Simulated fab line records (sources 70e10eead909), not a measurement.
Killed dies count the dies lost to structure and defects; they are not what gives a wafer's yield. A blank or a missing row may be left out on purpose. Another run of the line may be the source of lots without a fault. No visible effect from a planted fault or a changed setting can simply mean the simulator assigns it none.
Chamber matching -- flow nandHarc -- NHARC_A_CHANNEL_FILL_D1_ALD_25 on aldHk-02 has 4 sister chambers
The step deposits SiOx, target thk 60 nm, pulse time 10 s, ald cycles 600. 8 wafers are shown with their chamber, then 8 later ones without.

WAFERS PAIRED WITH THEIR CHAMBERS
wafer,chamber,heaterPowerW (W),precursorPulseHeightRel
L782.6,0,571,1.030
L785.3,3,447,1.016
L785.6,1,475,0.985
L790.3,0,570,0.992
L798.2,1,506,1.006
L798.3,3,446,1.024
L798.6,2,374,1.009
L801.2,2,383,0.998

WAFERS WITH NO CHAMBER GIVEN
wafer,heaterPowerW (W),precursorPulseHeightRel
L801.4,522,1.015
L801.1,587,0.987
L802.4,505,1.001
L802.2,442,1.010
L802.5,521,0.973
L803.2,372,0.996
L803.3,505,1.023
L803.6,571,1.003

EACH ONE'S CHAMBER
wafer,from the rows above,in truth
L801.4,can't be placed: 1 or 0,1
L801.1,0,0
L802.4,1,1
L802.2,3,3
L802.5,can't be placed: 1 or 0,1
L803.2,2,2
L803.3,1,1
L803.6,0,0
6 of 8 placed correctly. Cannot be placed on the basis of these rows: 2; the candidates contain the true chamber in 2. Wrongly placed: 0.
How it was worked out, from the rows above alone: a wafer's distance from a chamber is the root of the sum, over the readings, of the square of ((its reading less the chamber's mean) divided by the reading's scatter). The wafer belongs to the nearest chamber; if the next one is less than 2 further off, it can't be placed. Each chamber's mean is taken over the wafers shown for it. The scatter: the root of (the sum of the squares of (reading less its chamber's mean) over the shown wafers, divided by (wafers less chambers)).
